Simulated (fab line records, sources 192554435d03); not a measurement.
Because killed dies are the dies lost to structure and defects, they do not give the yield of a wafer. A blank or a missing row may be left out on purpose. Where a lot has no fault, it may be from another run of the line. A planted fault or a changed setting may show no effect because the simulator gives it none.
Lot-split experiment || flow n5-finfet || route with 1938 steps; 7 lots, 21 wafers read

## THE SPLIT
At N5_MOL_CONTACT_COAG_PECVD_31 (deposits SiO2 from TEOS/O2, target thk 46 nm, time 8.9 s), the setting temp-c was moved away from the recipe's 400 C on 4 of the 21 wafers read, by -4.2% to +4.3%. The other wafers ran this setting at the recipe's value.

## FROM THE SPLIT TO THE READING: what the file shows between them, 4 steps
- N5_MOL_CONTACT_COAG_COAT_75: time 60 s, resist thk 60 nm
- N5_MOL_CONTACT_COAG_COAT_76: time 60 s, resist thk 10 nm
- N5_MOL_CONTACT_COAG_ETCHBACK_135: etches SiO2 in CHF3, target depth 25 nm, time 16.7 s
- N5_MOL_CONTACT_COAG_STRIP_118: strips in CHF3

## THE READING
etch.depth-nm (the simulator's own value, which no gauge read), in nm, at N5_MOL_CONTACT_COAG_VIA_ETCH_46 (etches SiO2 in C4F6/O2, target depth 46 nm, overetch 9.2 nm, time 40 s). There is no usual value for it anywhere in the file. Average 45.90 nm, standard deviation 0.4 nm, over the 17 wafers here run with the recipe.

{"wafer": "L079.2", "tool, chamber at the split": "pecvd-01, 0", "temp-c as run, C": 400, "against the recipe": "recipe", "etch.depth-nm, nm": 45.73, "against lot-mates on the recipe": "-"}
{"wafer": "L079.4", "tool, chamber at the split": "pecvd-01, 0", "temp-c as run, C": 400, "against the recipe": "recipe", "etch.depth-nm, nm": 45.48, "against lot-mates on the recipe": "-"}
{"wafer": "L079.5", "tool, chamber at the split": "pecvd-01, 2", "temp-c as run, C": 400, "against the recipe": "recipe", "etch.depth-nm, nm": 46.31, "against lot-mates on the recipe": "-"}
{"wafer": "L083.1", "tool, chamber at the split": "pecvd-01, 2", "temp-c as run, C": 400, "against the recipe": "recipe", "etch.depth-nm, nm": 45.28, "against lot-mates on the recipe": "-"}
{"wafer": "L083.3", "tool, chamber at the split": "pecvd-01, 2", "temp-c as run, C": 417.3, "against the recipe": "+4.3%", "etch.depth-nm, nm": 40.45, "against lot-mates on the recipe": -5.17}
{"wafer": "L083.5", "tool, chamber at the split": "pecvd-01, 0", "temp-c as run, C": 400, "against the recipe": "recipe", "etch.depth-nm, nm": 45.96, "against lot-mates on the recipe": "-"}
{"wafer": "L084.4", "tool, chamber at the split": "pecvd-03, 1", "temp-c as run, C": 400, "against the recipe": "recipe", "etch.depth-nm, nm": 45.57, "against lot-mates on the recipe": "-"}
{"wafer": "L084.5", "tool, chamber at the split": "pecvd-03, 0", "temp-c as run, C": 400, "against the recipe": "recipe", "etch.depth-nm, nm": 46.01, "against lot-mates on the recipe": "-"}
{"wafer": "L084.6", "tool, chamber at the split": "pecvd-03, 2", "temp-c as run, C": 400, "against the recipe": "recipe", "etch.depth-nm, nm": 45.25, "against lot-mates on the recipe": "-"}
{"wafer": "L088.4", "tool, chamber at the split": "pecvd-03, 2,1", "temp-c as run, C": 383.1, "against the recipe": "-4.2%", "etch.depth-nm, nm": 50.97, "against lot-mates on the recipe": "+4.70"}
{"wafer": "L088.5", "tool, chamber at the split": "pecvd-03, 2,1", "temp-c as run, C": 383.1, "against the recipe": "-4.2%", "etch.depth-nm, nm": 50.91, "against lot-mates on the recipe": "+4.64"}
{"wafer": "L088.6", "tool, chamber at the split": "pecvd-03, 0", "temp-c as run, C": 400, "against the recipe": "recipe", "etch.depth-nm, nm": 46.27, "against lot-mates on the recipe": "-"}
{"wafer": "L093.2", "tool, chamber at the split": "pecvd-03, 0", "temp-c as run, C": 400, "against the recipe": "recipe", "etch.depth-nm, nm": 45.29, "against lot-mates on the recipe": "-"}
{"wafer": "L093.5", "tool, chamber at the split": "pecvd-03, 2,0", "temp-c as run, C": 400, "against the recipe": "recipe", "etch.depth-nm, nm": 45.97, "against lot-mates on the recipe": "-"}
{"wafer": "L093.6", "tool, chamber at the split": "pecvd-03, 2,0", "temp-c as run, C": 400, "against the recipe": "recipe", "etch.depth-nm, nm": 46.07, "against lot-mates on the recipe": "-"}
{"wafer": "L095.2", "tool, chamber at the split": "pecvd-03, 1", "temp-c as run, C": 400, "against the recipe": "recipe", "etch.depth-nm, nm": 45.91, "against lot-mates on the recipe": "-"}
{"wafer": "L095.4", "tool, chamber at the split": "pecvd-03, 1,0", "temp-c as run, C": 400, "against the recipe": "recipe", "etch.depth-nm, nm": 46.51, "against lot-mates on the recipe": "-"}
{"wafer": "L095.6", "tool, chamber at the split": "pecvd-03, 1,0", "temp-c as run, C": 400, "against the recipe": "recipe", "etch.depth-nm, nm": 46.55, "against lot-mates on the recipe": "-"}
{"wafer": "L097.1", "tool, chamber at the split": "pecvd-03, 2", "temp-c as run, C": 409.9, "against the recipe": "+2.5%", "etch.depth-nm, nm": 42.18, "against lot-mates on the recipe": -3.90}
{"wafer": "L097.4", "tool, chamber at the split": "pecvd-03, 2", "temp-c as run, C": 400, "against the recipe": "recipe", "etch.depth-nm, nm": 45.92, "against lot-mates on the recipe": "-"}
{"wafer": "L097.6", "tool, chamber at the split": "pecvd-03, 1", "temp-c as run, C": 400, "against the recipe": "recipe", "etch.depth-nm, nm": 46.24, "against lot-mates on the recipe": "-"}
The file does not say which wafer passed through which chamber wherever a row lists several chambers: such a row stands for several wafers.

THE FIT
A straight line over all 21 wafers: etch.depth-nm changes by -1.25 nm for each +1% of temp-c; r = -0.98; the points scatter about the line by 0.41 nm.
The same after taking each lot's own level away (the mean of its wafers on the recipe; 21 wafers): -1.18 nm for each +1%; r = -0.99; scatter 0.37 nm.
According to that fit, moving temp-c by its largest amount changes the reading by 5.1 nm.
The lots' own levels span 45.610 to 46.323 nm, that is 1.8 times the standard deviation above.
Consequently the slope shifts little with the lot-to-lot level, the two slopes agreeing.
Check: -5.21 nm against its lot-mates is what the line predicts for one of the wafers moved furthest among these (+4.3%) when that wafer is left out of the fit. Against them it came out at -5.17 nm.

## THE OTHER SPLITS THESE WAFERS WENT THROUGH
These wafers also went through other splits before the reading. Each is held against what the fit with the lots' levels taken away leaves over:
{"other split on the same wafers": "N5_SDB_ALD_29 ald-cycles", "wafers away from the commonest value": 5, "r with etch.depth-nm (lot level and that fit taken away)": -0.11}
{"other split on the same wafers": "N5_HKMG_FIN_COAT_06 spin-rpm", "wafers away from the commonest value": 9, "r with etch.depth-nm (lot level and that fit taken away)": -0.20}
{"other split on the same wafers": "N5_HKMG_FIN_DEVELOP_11 develop-time-s", "wafers away from the commonest value": 6, "r with etch.depth-nm (lot level and that fit taken away)": "+0.03"}
{"other split on the same wafers": "N5_MOL_CONTACT_COAG_COAT_58 spin-rpm", "wafers away from the commonest value": 3, "r with etch.depth-nm (lot level and that fit taken away)": "+0.16"}

## THE WHOLE CHAIN: every reading that the file lists as answering this split, in the file's order
{"step": "N5_MOL_CONTACT_COAG_PECVD_31", "what it does": "deposits SiO2 from TEOS/O2, target thk 46 nm, time 8.9 s", "reading": "SiO2_of_MOL_CONTACT_COAG_PECVD_31.thk-nm (the simulator's own value, which no gauge read)", "change (the file's fit)": "-1.23 nm for each +1% of the setting", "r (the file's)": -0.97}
{"step": "N5_MOL_CONTACT_COAG_VIA_ETCH_46", "what it does": "etches SiO2 in C4F6/O2, target depth 46 nm, overetch 9.2 nm, time 40 s", "reading": "etch.depth-nm (the simulator's own value, which no gauge read)", "change (the file's fit)": "-1.21 nm for each +1% of the setting", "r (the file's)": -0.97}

## THE FILE'S OWN FIT
etch.depth-nm changes by -1.21 nm for each +1% of temp-c, r = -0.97.
